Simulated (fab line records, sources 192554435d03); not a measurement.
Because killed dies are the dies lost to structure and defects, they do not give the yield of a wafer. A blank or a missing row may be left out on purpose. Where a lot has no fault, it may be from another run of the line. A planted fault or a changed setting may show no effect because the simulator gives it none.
Chamber matching	flow n5-finfet	N5_BEOL_M15_ETCH_57 on rie-diel-04: 4 sister chambers
The step etches SOC in N2/H2, time 750 s. 8 wafers are shown with their chamber, then 7 later ones without.

EACH WAFER AND ITS CHAMBER
wafer	chamber	showerhead-plenum-p-Torr (Torr)	throttle-valve-pct (%)
L075.1	3	2.58	17.3
L077.2	2	2.56	17.7
L077.4	3	2.58	17.4
L081.2	2	2.56	17.7
L082.5	0	2.67	17.2
L082.6	1	2.72	17.8
L092.1	0	2.66	17.2
L092.4	1	2.71	17.8

WAFERS WITH NO CHAMBER GIVEN
wafer	showerhead-plenum-p-Torr (Torr)	throttle-valve-pct (%)
L092.5	2.57	17.4
L095.1	2.56	17.4
L095.3	2.71	17.8
L095.4	2.66	17.2
L097.1	2.70	17.8
L097.2	2.65	17.2
L097.5	2.55	17.8

EACH ONE'S CHAMBER
wafer	from the rows above	in truth
L092.5	3	3
L095.1	3	3
L095.3	1	1
L095.4	0	0
L097.1	1	1
L097.2	0	0
L097.5	2	2
7 of 7 placed correctly. Not placeable from these rows: 0. 0 placed wrongly.
How it was worked out, from the rows above alone: a wafer's distance from a chamber is the root of the sum, over the readings, of the square of ((its reading less the chamber's mean) divided by the reading's scatter). The wafer belongs to the nearest chamber; if the next one is less than 2 further off, it can't be placed. For every chamber, the mean is computed from those of its wafers that are shown. The scatter is the square root of a quotient: the sum, over the shown wafers, of each reading's squared deviation from its chamber's mean, divided by wafers minus chambers.
